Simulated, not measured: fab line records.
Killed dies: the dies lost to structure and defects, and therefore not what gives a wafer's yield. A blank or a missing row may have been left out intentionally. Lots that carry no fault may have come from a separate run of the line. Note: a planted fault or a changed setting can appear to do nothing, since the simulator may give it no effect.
Chamber matching    flow n5 finfet    pecvd-01 running N5_BEOL_M0_SAQP_PECVD_04: 3 sister chambers
The step deposits a-Si from SiH4/He, target thk 60 nm, time 60.2 s. 6 wafers are shown with their chamber, then 8 later ones without.

== WAFERS PAIRED WITH THEIR CHAMBERS ==
wafer   chamber  throttle valve pct (%)  showerhead plenum p Torr (Torr)
L081.5  0        17.4                    5.66
L084.4  0        17.3                    5.64
L084.6  2        17.7                    5.66
L085.2  2        17.6                    5.68
L085.6  1        20.7                    5.70
L093.1  1        20.3                    5.70

== WAFERS WHOSE CHAMBER IS MISSING ==
wafer   throttle valve pct (%)  showerhead plenum p Torr (Torr)
L093.2  17.6                    5.66
L093.4  17.9                    5.66
L094.2  17.8                    5.67
L094.3  17.7                    5.64
L094.4  17.7                    5.65
L097.2  17.3                    5.64
L097.4  20.8                    5.70
L097.6  17.7                    5.68

== WHICH CHAMBER EACH ONE RAN IN ==
wafer   from the rows above      in truth
L093.2  can't be placed: 2 or 0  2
L093.4  can't be placed: 2 or 0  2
L094.2  2                        2
L094.3  can't be placed: 0 or 2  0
L094.4  can't be placed: 2 or 0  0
L097.2  0                        0
L097.4  1                        1
L097.6  2                        2
Correctly placed: 4 of 8. Not placeable from these rows: 4 (in 4, the candidates include the true chamber). Placed wrongly: 0.
How it was worked out, from the rows above alone: a wafer's distance from a chamber is the root of the sum, over the readings, of the square of ((its reading less the chamber's mean) divided by the reading's scatter). The wafer belongs to the nearest chamber; if the next one is less than 2 further off, it can't be placed. Each chamber's mean is taken over the wafers shown for it. How the scatter is found: for the shown wafers, subtract from each reading the mean of its chamber, square and add these, divide the total by (wafers less chambers), then take the root.
